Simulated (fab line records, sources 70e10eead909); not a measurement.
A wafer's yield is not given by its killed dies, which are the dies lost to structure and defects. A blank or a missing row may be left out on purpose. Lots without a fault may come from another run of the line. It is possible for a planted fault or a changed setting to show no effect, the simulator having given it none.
Chamber matching	flow nand harc	NHARC_A_SGD_CUT_CMP_21 on cmp-03: 4 sister chambers
The step polishes, target thk 148.19 nm. 4 wafers are shown with their chamber, then 9 later ones without.

## EACH WAFER AND ITS CHAMBER
wafer	chamber	motor current A (A)
L082.4	1	15.1
L082.5	2	11.0
L083.5	0	12.1
L083.6	3	12.6

## WAFERS WITHOUT THEIR CHAMBER
wafer	motor current A (A)
L087.1	12.2
L087.5	12.7
L087.6	10.0
L091.2	14.4
L091.4	10.6
L091.5	11.1
L093.1	14.7
L093.5	12.4
L093.6	10.6

## WHICH CHAMBER EACH WENT THROUGH
wafer	from the rows above	in truth
L087.1	can't be placed: 0 or 3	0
L087.5	can't be placed: 3 or 0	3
L087.6	2	2
L091.2	1	1
L091.4	2	2
L091.5	can't be placed: 2 or 0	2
L093.1	1	1
L093.5	can't be placed: 3 or 0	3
L093.6	2	2
Correctly placed: 5 of 9. From these rows, 4 cannot be placed; in 4 the true chamber is one of the candidates. 0 placed wrongly.
How it was worked out, from the rows above alone: a wafer's distance from a chamber is the root of the sum, over the readings, of the square of ((its reading less the chamber's mean) divided by the reading's scatter). If the next closest chamber is less than 2 further off than the closest, the wafer can't be placed; otherwise it belongs to the closest. The mean given for a chamber averages the wafers shown for that chamber. The scatter (one wafer shown for each chamber): square how far every hidden wafer sits from the nearest shown wafer, average those squares and take the square root.
